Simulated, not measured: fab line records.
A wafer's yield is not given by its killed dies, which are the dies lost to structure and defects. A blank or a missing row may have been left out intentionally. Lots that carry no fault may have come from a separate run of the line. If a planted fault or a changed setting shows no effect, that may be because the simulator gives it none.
Struck lot and sound lot, side by side + flow nand_harc + 15 steps out of a route of 1302
Sound: these wafers, L664.1, L664.3, L664.5. Wafers L678.1, L678.3, L678.5 were the ones struck. The cause is named last.
For every step that has rows: the tool of each side, followed by ch and its chambers, followed by its first start. Under that, the readings that differ: sound wafers + struck wafers + difference of the means + sigmas: that difference in standard deviations of wafers without a fault.
alike: same words and numbers on both sides, and readings whose means sit less than 2 such deviations apart. not compared: any withheld reading, any reading some wafer has no value for, any bound like >300 that may hide the same value, and any number with overlapping values for which the record gives no deviation.
The two part at a step that has a row with sigmas, a row that says differs or no value, or rows on one side only. Numbers that have no deviation but don't overlap get no sigmas and don't part them. Lack of a reading on every wafer of one side parts them only where that side has two or more wafers.

NHARC_P_M1_OVL_MEAS_10: pitch 260 nm.
  sound on overlay-01 at day 6 22:20; struck on overlay-01 at day 12 20:05
  alike: overlay_x_nm, overlay_y_nm
NHARC_P_M1_INSPECT_11:
  sound on defect_inspect-01 at day 6 22:22; struck on defect_inspect-02 at day 12 20:08
  alike: raw_defect_count
then, 1 step without rows for these wafers: NHARC_P_M1_DESCUM_14 (chemistry O2, time 3 s).
NHARC_P_M1_ETCH_35: etches the open film in N2/H2, target depth 40 nm, overetch 12 nm, time 43.94 s.
  sound on rie_diel-07 ch 0,1,2, day 6 22:31; struck on rie_diel-07 ch 0,1,2, day 12 20:17
  alike: drypump_motor_current_A, oes_product_au, rf_vpp_V, showerhead_plenum_p_Torr, throttle_valve_pct
  not compared: rf_hours_counter_h
NHARC_P_M1_ETCH_15: etches the open film in C4F8/Ar, target depth 182.5 nm, time 91.2 s.
  sound: rie_diel-07 ch 0,1; struck: rie_diel-07 ch 0,1
  alike: oes_product_au, rf_vpp_V
  not compared: rf_hours_counter_h
NHARC_P_M1_CD_MEAS_16:
  sound on cd_sem-03 at day 6 22:44; struck on cd_sem-01 at day 12 20:32
  alike: cd_nm
NHARC_P_M1_STRIP_18: strips in N2/H2.
  sound on rie_diel-06 ch 1,2, day 6 22:48; struck on rie_diel-06 ch 2,3, day 12 20:38
  alike: drypump_motor_current_A, oes_product_au, rf_vpp_V, showerhead_plenum_p_Torr, throttle_valve_pct
  not compared: rf_hours_counter_h
then, 2 steps without rows for these wafers: NHARC_P_M1_ETCH_28 (etches the open film in CF4/N2, target depth 30 nm, time 72.99 s); NHARC_P_M1_STRIP_19 (strips in post etch residue remover, time 600 s).
NHARC_P_M1_DEGAS_29: time 60 s.
  sound on pvd_sputter-03 at day 6 23:28; struck on pvd_sputter-01 at day 12 21:15
  alike: heater_power_w
then, 1 step without rows for these wafers: NHARC_P_M1_PRE_CLEAN_30 (time 30 s).
NHARC_P_M1_PVD_20: deposits TaN, target thk 5 nm, time 8.06 s.
  sound on pvd_sputter-03; struck on pvd_sputter-01
  alike: bias_v, cathode_dc_power_W, throttle_valve_pct
NHARC_P_M1_PVD_21: deposits Cu, target thk 30 nm, time 20.49 s.
  sound on pvd_sputter-03 at day 6 23:41; struck on pvd_sputter-01 at day 12 21:29
  no value came back on the struck wafers for cathode_dc_power_W (W), chamber_pressure_pa (Pa), throttle_valve_pct (%); on the sound wafers cathode_dc_power_W (W) reads 4999.6 5000.7 5000.7
then, 1 step without rows for these wafers: NHARC_P_M1_ECD_22 (material Cu, target thk 400 nm).
-- the record jumps here: 18 days lie between the struck wafers' starts before and after (it left off in module P_M1 and takes up again in module END, whose first step shown is number 1302 of the route) --
NHARC_END_SORT_01:
  the record has rows for the struck wafers here (prober-01 ch 0, day 31 04:05) and none for the sound ones

WHERE THEY PART
At NHARC_P_M1_PVD_21 first; at NHARC_END_SORT_01 last (within this record only).

WHY: the cause the simulator had injected
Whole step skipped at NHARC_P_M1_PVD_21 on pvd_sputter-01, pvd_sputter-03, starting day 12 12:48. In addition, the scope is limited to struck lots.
